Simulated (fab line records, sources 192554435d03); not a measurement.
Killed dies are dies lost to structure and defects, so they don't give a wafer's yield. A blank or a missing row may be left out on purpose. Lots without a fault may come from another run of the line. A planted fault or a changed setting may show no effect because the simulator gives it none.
Which tool did it? | flow n5_finfet | 24 lots, 72 wafers sampled, at 4 steps of a route of 1938

WHAT THE GAUGES READ, wafer by wafer
N5_START_INSPECT_01: inspects for defects (unpatterned scan).
lot  | measured    | on                | raw_defect_count
L074 | day 1 12:02 | defect_inspect-01 | 2 9 4
L075 | day 1 18:02 | defect_inspect-02 | 8 6 6
L076 | day 2 00:02 | defect_inspect-02 | 4 3 4
L077 | day 2 06:02 | defect_inspect-01 | 4 2 8
L078 | day 2 12:02 | defect_inspect-02 | 5 4 3
L079 | day 2 18:02 | defect_inspect-01 | 5 4 14
L080 | day 3 00:02 | defect_inspect-02 | 4 9 7
L081 | day 3 06:02 | defect_inspect-02 | 2 6 6
L082 | day 3 12:02 | defect_inspect-01 | 4 6 3
L083 | day 3 18:02 | defect_inspect-01 | 8 9 6
L084 | day 4 00:02 | defect_inspect-01 | 5 1 6
L085 | day 4 06:02 | defect_inspect-01 | 7 3 5
L086 | day 4 12:02 | defect_inspect-01 | 10 7 2
L087 | day 4 18:02 | defect_inspect-02 | 9 9 8
L088 | day 5 00:02 | defect_inspect-02 | 4 6 11
L089 | day 5 06:02 | defect_inspect-02 | 5 2 4
L090 | day 5 12:02 | defect_inspect-01 | 9 5 2
L091 | day 5 18:02 | defect_inspect-01 | 4 7 5
L092 | day 6 00:02 | defect_inspect-02 | 8 8 3
L093 | day 6 06:02 | defect_inspect-01 | 5 4 6
L094 | day 6 12:02 | defect_inspect-01 | 5 7 7
L095 | day 6 18:02 | defect_inspect-02 | 9 10 9
L096 | day 7 00:02 | defect_inspect-01 | 5 6 9
L097 | day 7 06:02 | defect_inspect-02 | 3 12 1

N5_ZERO_LAYER_CD_MEAS_11: target cd 2000 nm.
lot  | measured    | on        | cd_nm (nm)
L074 | day 1 12:46 | cd_sem-01 | 2002.6 2000.2 2001.9
L075 | day 1 18:46 | cd_sem-02 | 1999.5 1999.7 1998.9
L076 | day 2 00:39 | cd_sem-03 | 2001.9 2000.0 1996.2
L077 | day 2 06:40 | cd_sem-03 | 1998.4 2000.8 2004.9
L078 | day 2 12:40 | cd_sem-02 | 1996.7 1998.7 2001.3
L079 | day 2 18:46 | cd_sem-03 | 2001.4 2003.1 2000.9
L080 | day 3 00:48 | cd_sem-02 | 2002.9 1998.4 2000.3
L081 | day 3 06:38 | cd_sem-02 | 1998.1 1999.0 2000.5
L082 | day 3 12:46 | cd_sem-02 | 1999.9 2000.3 1998.7
L083 | day 3 18:41 | cd_sem-01 | 2003.0 2000.7 1997.4
L084 | day 4 00:46 | cd_sem-01 | 2005.1 2002.0 2002.5
L085 | day 4 06:46 | cd_sem-01 | 2000.0 2003.4 1999.8
L086 | day 4 12:46 | cd_sem-03 | 2001.3 1997.3 2001.0
L087 | day 4 18:38 | cd_sem-02 | 2000.8 1997.1 2001.0
L088 | day 5 00:38 | cd_sem-01 | 2002.6 2003.3 2006.2
L089 | day 5 06:39 | cd_sem-01 | 2003.2 2002.9 2000.9
L090 | day 5 12:46 | cd_sem-01 | 2004.2 2002.8 2003.9
L091 | day 5 18:47 | cd_sem-03 | 1999.4 2006.0 2003.5
L092 | day 6 00:58 | cd_sem-01 | 1999.3 2002.0 1995.6
L093 | day 6 06:46 | cd_sem-01 | 2001.4 1995.0 1997.8
L094 | day 6 12:47 | cd_sem-01 | 1998.9 1999.5 1999.5
L095 | day 6 18:39 | cd_sem-02 | 2001.2 2001.9 1998.3
L096 | day 7 00:38 | cd_sem-03 | 2003.8 2000.6 1999.3
L097 | day 7 06:38 | cd_sem-03 | 2001.4 1998.6 2002.0

N5_PMOS_HMC_CHANNEL_EPI_INSPECT_11: inspects for defects (macro).
lot  | measured    | on                | raw_defect_count
L074 | day 1 17:50 | defect_inspect-01 | 1 1 2
L075 | day 1 23:37 | defect_inspect-01 | 0 1 1
L076 | day 2 05:04 | defect_inspect-02 | 3 2 0
L077 | day 2 11:09 | defect_inspect-01 | 5 2 1
L078 | day 2 17:14 | defect_inspect-02 | 2 6 1
L079 | day 3 00:11 | defect_inspect-01 | 4 1 1
L080 | day 3 05:17 | defect_inspect-01 | 1 6 0
L081 | day 3 11:05 | defect_inspect-01 | 0 3 1
L082 | day 3 17:34 | defect_inspect-01 | 5 3 2
L083 | day 3 23:28 | defect_inspect-02 | 4 1 1
L084 | day 4 05:23 | defect_inspect-02 | 1 0 3
L085 | day 4 11:10 | defect_inspect-01 | 4 3 4
L086 | day 4 17:28 | defect_inspect-01 | 3 3 2
L087 | day 4 23:50 | defect_inspect-02 | 2 2 0
L088 | day 5 05:31 | defect_inspect-01 | 1 4 7
L089 | day 5 11:31 | defect_inspect-02 | 3 3 3
L090 | day 5 17:46 | defect_inspect-02 | 2 2 0
L091 | day 5 23:32 | defect_inspect-01 | 2 2 3
L092 | day 6 05:32 | defect_inspect-01 | 3 2 3
L093 | day 6 11:17 | defect_inspect-01 | 2 2 1
L094 | day 6 18:05 | defect_inspect-01 | 1 2 1
L095 | day 7 00:06 | defect_inspect-02 | 2 6 3
L096 | day 7 05:23 | defect_inspect-01 | 3 0 0
L097 | day 7 11:30 | defect_inspect-02 | 3 2 3

WHICH TOOL RAN EACH LOT (tool, then ch and the chambers of the sampled wafers, then the start)
lot  | N5_WELL_APT_RTA_34
L074 | rtp_anneal-01 ch 0, day 1 16:29
L075 | rtp_anneal-02 ch 0, day 1 22:22
L076 | rtp_anneal-02 ch 0, day 2 03:51
L077 | rtp_anneal-01 ch 0, day 2 09:43
L078 | rtp_anneal-02 ch 0, day 2 15:53
L079 | rtp_anneal-01 ch 0, day 2 22:37
L080 | rtp_anneal-02 ch 0, day 3 04:04
L081 | rtp_anneal-02 ch 0, day 3 09:44
L082 | rtp_anneal-02 ch 0, day 3 16:06
L083 | rtp_anneal-01 ch 0, day 3 22:05
L084 | rtp_anneal-02 ch 0, day 4 04:01
L085 | rtp_anneal-02 ch 0, day 4 09:47
L086 | rtp_anneal-01 ch 0, day 4 16:05
L087 | rtp_anneal-01 ch 0, day 4 22:15
L088 | rtp_anneal-02 ch 0, day 5 04:17
L089 | rtp_anneal-02 ch 0, day 5 10:08
L090 | rtp_anneal-02 ch 0, day 5 16:24
L091 | rtp_anneal-02 ch 0, day 5 22:10
L092 | rtp_anneal-01 ch 0, day 6 04:11
L093 | rtp_anneal-02 ch 0, day 6 09:55
L094 | rtp_anneal-02 ch 0, day 6 16:29
L095 | rtp_anneal-01 ch 0, day 6 22:30
L096 | rtp_anneal-01 ch 0, day 7 03:56
L097 | rtp_anneal-01 ch 0, day 7 09:58
- N5_WELL_APT_RTA_34: time 10 s.

WHAT THE TOOLS THEMSELVES READ (means of the sampled wafers that have a number; where no wafer has one, the mark that the record gives instead)
N5_WELL_APT_RTA_34.
lot  | tool          | lamp_power_pct (%) | lamp_zone_1_pct (%) | wafer_temp_C_max
L074 | rtp_anneal-01 | 13.00              | 12.989              | 1003.7
L075 | rtp_anneal-02 | 12.98              | 12.985              | 1003.4
L076 | rtp_anneal-02 | 12.95              | 12.998              | 1002.7
L077 | rtp_anneal-01 | 13.01              | 13.013              | 1003.5
L078 | rtp_anneal-02 | 13.03              | 13.014              | 1005.0
L079 | rtp_anneal-01 | 12.99              | 13.013              | 1003.8
L080 | rtp_anneal-02 | 12.96              | 12.977              | 1003.4
L081 | rtp_anneal-02 | 12.99              | 13.015              | 1003.0
L082 | rtp_anneal-02 | 13.04              | 12.987              | 1002.4
L083 | rtp_anneal-01 | 13.03              | 12.974              | 1002.8
L084 | rtp_anneal-02 | 13.03              | 12.998              | 1004.4
L085 | rtp_anneal-02 | 12.99              | 13.001              | 1004.0
L086 | rtp_anneal-01 | 12.97              | 13.009              | 1003.2
L087 | rtp_anneal-01 | 12.99              | 13.008              | 1003.1
L088 | rtp_anneal-02 | 12.99              | 12.989              | 1004.3
L089 | rtp_anneal-02 | 12.99              | 13.001              | 1004.7
L090 | rtp_anneal-02 | 12.99              | 12.993              | 1002.7
L091 | rtp_anneal-02 | 13.02              | 12.997              | 1003.2
L092 | rtp_anneal-01 | 13.01              | 12.988              | 1003.0
L093 | rtp_anneal-02 | 13.01              | 13.003              | 1003.8
L094 | rtp_anneal-02 | 12.98              | 12.979              | 1003.4
L095 | rtp_anneal-01 | 13.04              | 12.983              | 1004.0
L096 | rtp_anneal-01 | 13.01              | 13.017              | 1003.6
L097 | rtp_anneal-01 | 12.99              | 13.007              | 1003.1

THE ANSWER, worked out from the rows above alone
Rule: what is usual is taken from the lots themselves. Put in order of their means at a reading, lots are off if they are a third of the lots or fewer, leave a main group of 4 or more, and stand apart from it by a gap of 3 or more times the standard deviation of the main group's means; of several such gaps the widest counts. A main group whose means are all the same, to the digits that the tables above print for the reading, isn't used. A lot without any number at a reading at which 4 lots or more have one is off too. The other lots that the step has rows for count as sound. The gauges are gone through in route order, then the tools' own readings, and for those a lot's mean is taken as printed above. The first step at which some lot is off is used, and at that step the reading that is off furthest; a lot without a number counts as furthest.
No lot is off at any reading shown: from this, nothing can be told.

WHAT THE SIMULATOR HAD PUT IN
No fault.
